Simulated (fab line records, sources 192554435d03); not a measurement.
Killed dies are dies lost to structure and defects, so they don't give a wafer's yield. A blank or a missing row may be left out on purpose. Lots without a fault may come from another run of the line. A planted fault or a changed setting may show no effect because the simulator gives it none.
Split-lot experiment | flow n5_finfet | 7 lots, 21 wafers read, on a route of 1938 steps

THE SPLIT
At N5_BEOL_M4_EXPOSE_08 (exposes mask M4), the setting dose_mj was moved away from the recipe's 41.25 on 8 of the 21 wafers read, by -6.5% to +6.9%. The other wafers ran this setting at the recipe's value.

FROM THE SPLIT TO THE READING: what the file shows between them, 2 steps
- N5_BEOL_M4_PEB_09: peb time 60 s
- N5_BEOL_M4_DEVELOP_10: develop time 30 s

THE READING
cd_nm, in nm, at N5_BEOL_M4_CD_MEAS_11 (target cd 16.79 nm). Fault-free wafers of this fab line usually give 16.78 nm, standard deviation 0.24 nm.

wafer  | tool, chamber at the split | dose_mj as run | against the recipe | cd_nm, nm | against lot-mates on the recipe
L075.3 | euv_scanner-01, 0          | 41.25          | recipe             | 17.06     | -
L075.5 | euv_scanner-01, 0          | 41.25          | recipe             | 16.57     | -
L075.6 | euv_scanner-01, 0          | 41.25          | recipe             | 17.04     | -
L080.1 | euv_scanner-01, 0          | 38.56          | -6.5%              | 15.26     | -1.37
L080.2 | euv_scanner-01, 0          | 41.25          | recipe             | 16.73     | -
L080.4 | euv_scanner-01, 0          | 41.25          | recipe             | 16.52     | -
L081.1 | euv_scanner-01, 0          | 41.25          | recipe             | 16.41     | -
L081.4 | euv_scanner-01, 0          | 41.25          | recipe             | 16.99     | -
L081.6 | euv_scanner-01, 0          | 41.25          | recipe             | 16.70     | -
L087.1 | euv_scanner-02, 0          | 41.25          | recipe             | 16.24     | -
L087.3 | euv_scanner-02, 0          | 43.03          | +4.3%              | 17.58     | +1.34
L087.4 | euv_scanner-02, 0          | 43.03          | +4.3%              | 17.42     | +1.18
L089.2 | euv_scanner-01, 0          | 42.66          | +3.4%              | 17.12     | no lot-mate on the recipe
L089.4 | euv_scanner-01, 0          | 42.66          | +3.4%              | 17.20     | no lot-mate on the recipe
L089.5 | euv_scanner-01, 0          | 42.66          | +3.4%              | 17.58     | no lot-mate on the recipe
L090.1 | euv_scanner-02, 0          | 41.25          | recipe             | 17.13     | -
L090.2 | euv_scanner-02, 0          | 41.25          | recipe             | 16.76     | -
L090.5 | euv_scanner-02, 0          | 44.08          | +6.9%              | 18.42     | +1.48
L094.1 | euv_scanner-02, 0          | 41.25          | recipe             | 17.25     | -
L094.5 | euv_scanner-02, 0          | 38.65          | -6.3%              | 16.00     | -1.09
L094.6 | euv_scanner-02, 0          | 41.25          | recipe             | 16.93     | -

THE FIT
A straight line over all 21 wafers: cd_nm changes by +0.186 nm for each +1% of dose_mj; r = +0.89; the points scatter about the line by 0.3 nm.
The same after taking each lot's own level away (the mean of its wafers on the recipe; 18 wafers): +0.22 nm for each +1%; r = +0.96; scatter 0.21 nm.
On that fit, the largest move of dose_mj shifts the reading by 1.5 nm.
The lots' own levels span 16.240 to 17.090 nm, that is 3.5 times the standard deviation above.
So the lot-to-lot level changes the slope: the two fits differ.
Check: with one of the wafers moved furthest among these (+6.9%) left out of the fit, the line predicts +1.6 nm for it against its lot-mates. It came out at +1.48 nm against them.

OTHER SPLITS ON THESE WAFERS
These wafers also went through other splits before the reading. Each is held against what the fit with the lots' levels taken away leaves over:
other split on the same wafers   | wafers away from the commonest value | r with cd_nm (lot level and that fit taken away)
N5_BEOL_M1_EXPOSE_08 dose_mj     | 4                                    | -0.22
N5_BEOL_M3_COAT_05 spin_rpm      | 5                                    | +0.14
N5_BEOL_M3_TRENCH_ETCH_37 time_s | 3                                    | +0.15
N5_BEOL_M4_COAT_05 spin_rpm      | 9                                    | +0.26

THE WHOLE CHAIN: every reading that the file lists as answering this split, in the file's order
step                  | what it does                                                | reading                                                               | change (the file's fit)               | r (the file's)
N5_BEOL_M4_CD_MEAS_11 | target cd 16.79 nm                                          | cd_nm                                                                 | +0.212 nm for each +1% of the setting | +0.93
N5_BEOL_M4_ETCH_74    | etches underlayer in N2/H2, target depth 6.5 nm, time 5.2 s | BEOL_M4.cd_offset_nm (the simulator's own value, which no gauge read) | +0.211 nm for each +1% of the setting | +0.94
N5_BEOL_M4_ETCH_63    | etches SiARC in CF4, target depth 15.6 nm, time 26 s        | BEOL_M4.cd_offset_nm (the simulator's own value, which no gauge read) | +0.218 nm for each +1% of the setting | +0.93

THE FILE'S OWN FIT
cd_nm changes by +0.212 nm for each +1% of dose_mj, r = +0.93.
